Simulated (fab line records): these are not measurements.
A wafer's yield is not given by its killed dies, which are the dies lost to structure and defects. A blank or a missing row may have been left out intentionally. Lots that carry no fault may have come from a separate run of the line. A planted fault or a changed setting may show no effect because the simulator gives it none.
What tool caused it? ; flow n5Finfet ; 22 lots with 66 wafers sampled at 2 steps, on a route of 1938 steps

WHAT THE GAUGES READ, wafer by wafer
N5_BEOL_M5_INSPECT_58: inspects for defects (darkfield).
lot;measured;on;rawDefectCount
L074;day 8 07:29;defectInspect-02;75 74 53
L076;day 8 20:54;defectInspect-01;56 38 59
L077;day 9 08:45;defectInspect-02;47 96 30
L078;day 9 10:58;defectInspect-01;80 89 43
L080;day 10 00:31;defectInspect-01;67 73 71
L079;day 10 00:35;defectInspect-02;46 47 52
L081;day 10 07:24;defectInspect-02;82 51 66
L083;day 10 16:33;defectInspect-01;69 59 52
L084;day 11 06:19;defectInspect-01;47 56 65
L086;day 11 12:00;defectInspect-02;52 73 71
L087;day 11 13:01;defectInspect-02;45 78 70
L085;day 11 16:14;defectInspect-01;84 83 89
L088;day 11 21:11;defectInspect-02;163 76 59
L089;day 12 14:38;defectInspect-02;72 62 72
L091;day 12 18:05;defectInspect-02;82 36 72
L090;day 12 19:23;defectInspect-01;59 70 49
L092;day 13 10:32;defectInspect-02;97 121 77
L095;day 13 20:35;defectInspect-02;57 74 79
L093;day 13 21:52;defectInspect-02;48 56 56
L094;day 14 02:11;defectInspect-01;61 53 57
L097;day 14 02:37;defectInspect-01;34 63 44
L096;day 14 04:23;defectInspect-02;71 61 52

N5_BEOL_M6_THK_MEAS_01.
lot;measured;on;M6_ILD_THK (nm)
L074;day 8 08:07;filmMetro-02;153.1 154.9 156.5
L076;day 8 21:31;filmMetro-02;154.2 153.8 155.5
L077;day 9 09:22;filmMetro-02;155.4 153.8 154.6
L078;day 9 11:34;filmMetro-02;153.0 157.0 158.0
L080;day 10 01:09;filmMetro-02;150.6 154.6 154.3
L079;day 10 01:12;filmMetro-02;152.8 157.3 156.6
L081;day 10 08:01;filmMetro-02;153.4 152.1 153.7
L083;day 10 17:10;filmMetro-02;155.5 157.8 154.4
L084;day 11 06:56;filmMetro-02;153.1 155.3 155.1
L086;day 11 12:37;filmMetro-02;153.8 156.1 158.7
L087;day 11 13:37;filmMetro-02;150.7 153.4 154.5
L085;day 11 16:51;filmMetro-01;153.7 153.1 158.8
L088;day 11 21:48;filmMetro-02;155.0 156.6 158.0
L089;day 12 15:17;filmMetro-01;151.3 151.3 154.6
L091;day 12 19:41;filmMetro-02;153.9 155.0 156.1
L090;day 12 22:04;filmMetro-01;150.4 154.1 154.4
L092;day 13 11:10;filmMetro-01;154.2 155.3 156.0
L095;day 13 21:11;filmMetro-01;151.1 152.9 154.0
L093;day 13 22:29;filmMetro-01;153.7 154.4 157.7
L094;day 14 02:48;filmMetro-01;153.7 153.4 156.8
L097;day 14 03:14;filmMetro-01;152.2 152.8 155.9
L096;day 14 05:00;filmMetro-02;153.5 155.6 156.2

TOOL THAT RAN EACH LOT (tool first, then ch and the chambers of the sampled wafers, then the start)
There is no process step in the record ahead of these readings.

WHAT THE TOOLS THEMSELVES READ (means of the sampled wafers that have a number; where no wafer has one, the mark that the record gives instead)
The record holds no such reading with a usual standard deviation.

THE ANSWER, worked out from the rows above alone
Rule: the lots themselves supply what counts as usual. The widest of any qualifying gaps counts: lots, ordered by their means at a reading, are off when they make up no more than a third of the lots, leave a main group of 4 or more, and stand apart from it by 3 or more times the standard deviation of that group's means. If all means in a main group match to the digits the tables above print for the reading, that group is not used. Also off: a lot with no number at a reading for which 4 or more lots have one. Where the step has rows for the other lots, those lots are counted as sound. After the gauges, taken in route order, come the tools' own readings; for these a lot's mean is taken, as printed above. At the first step where some lot is off, the reading lying furthest off is the one used; lots without a number count as furthest.
None of the lots is off at any reading shown; this tells nothing.

WHAT THE SIMULATOR PUT IN
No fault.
